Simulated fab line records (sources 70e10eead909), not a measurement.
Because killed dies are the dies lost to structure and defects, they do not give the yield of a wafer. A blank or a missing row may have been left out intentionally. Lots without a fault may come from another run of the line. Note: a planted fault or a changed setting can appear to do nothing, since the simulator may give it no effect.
A struck lot beside a sound one    flow nand_harc    14 out of 1159 route steps
Sound: wafers L208.2, L208.3, L208.6. Struck: wafers L220.1, L220.5. The cause is named last.
At each step with rows: each side's tool, then ch and its chambers, then its first start. Under that, the readings that differ: sound wafers    struck wafers    difference of the means    sigmas: that difference in standard deviations of wafers without a fault.
alike: same words and numbers on both sides, and readings whose means sit less than 2 such deviations apart. not compared: any withheld reading, any reading some wafer has no value for, any bound like >300 that may hide the same value, and any number with overlapping values for which the record gives no deviation.
The two part at a step that has a row with sigmas, a row that says differs or no value, or rows on one side only. Numbers that don't overlap but have no deviation are shown without sigmas and don't part them. A reading that every wafer of one side lacks parts them only if that side has two wafers or more.

NHARC_A_WL_FILL_CVD_03: deposits W, target thk 40 nm, time 3302 s.
  sound on cvd_w-01 ch 0,1, day 16 04:51; struck on cvd_w-01 ch 1, day 19 05:29
  alike: heater_power_outer_w, heater_power_w, throttle_valve_pct
NHARC_A_WL_FILL_ETCHBACK_04: etches the open film in NF3, target depth 60 nm, time 120 s.
  sound on rie_metal-03 ch 0,1, day 16 08:13; struck on rie_metal-03 ch 0, day 19 08:21
  alike: drypump_motor_current_A, oes_product_au, run_length_s
  not compared: rf_hours_counter_h
NHARC_A_WL_FILL_ETCHBACK_05: etches the open film in Cl2/BCl3, target depth 22 nm, time 60 s.
  sound on rie_metal-03 ch 0,1, day 16 08:25; struck on rie_metal-03 ch 0,1, day 19 08:34
  alike: drypump_motor_current_A, oes_product_au, run_length_s
  not compared: rf_hours_counter_h
NHARC_A_WL_FILL_STRIP_27: strips in N2/H2, time 20 s.
  sound on plasma_asher-02 ch 0,1, day 16 10:14; struck on plasma_asher-02 ch 0, day 19 08:42
  alike: drypump_motor_current_A, heater_power_w
  not compared: rf_hours_counter_h
then, 4 steps without rows for these wafers: NHARC_A_WL_FILL_STRIP_28 (strips in post etch residue remover, time 1200 s); NHARC_A_WL_FILL_PRECLEAN_06 (cleans in DIW, time 300 s); NHARC_A_WL_FILL_SRD_07; NHARC_A_WL_FILL_ANNEAL_08 (time 1800 s).
NHARC_A_WL_FILL_ALD_10: deposits SiO2, target thk 50 nm, pulse time 10 s, ald cycles 500.
  sound on ald_hk-03 ch 0,2, day 16 14:33; struck on ald_hk-01 ch 0,1, day 19 12:05
  alike: heater_power_outer_w, heater_power_w, precursor_pulse_height_rel
then, 2 steps without rows for these wafers: NHARC_A_WL_FILL_ETCHBACK_16 (etches the open film in C4F8/O2/Ar, target depth 88 nm, time 17.6 s); NHARC_A_WL_FILL_STRIP_29 (strips in O2, time 20 s).
NHARC_A_WL_FILL_ETCHBACK_17: etches the open film in Cl2/BCl3, target depth 4 nm, time 26.7 s.
  sound on rie_metal-03 ch 0,1, day 16 18:49; struck on rie_metal-03 ch 0,1, day 19 15:55
reading           sound           struck     difference  sigmas
run_length_s (s)  48.1 47.9 48.1  32.7 33.2  -15.1       -34
  alike: drypump_motor_current_A, oes_product_au
  not compared: rf_hours_counter_h
then, 2 steps without rows for these wafers: NHARC_A_WL_FILL_PRECLEAN_18 (cleans in dHF, time 30 s); NHARC_END_SORT_01.

WHERE THEY PART
Within this record, at NHARC_A_WL_FILL_ETCHBACK_17 only.

WHY: what the simulator had put in
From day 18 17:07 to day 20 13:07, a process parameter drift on rie_metal-03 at NHARC_A_WL_FILL_ETCHBACK_17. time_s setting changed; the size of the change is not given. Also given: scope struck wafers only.
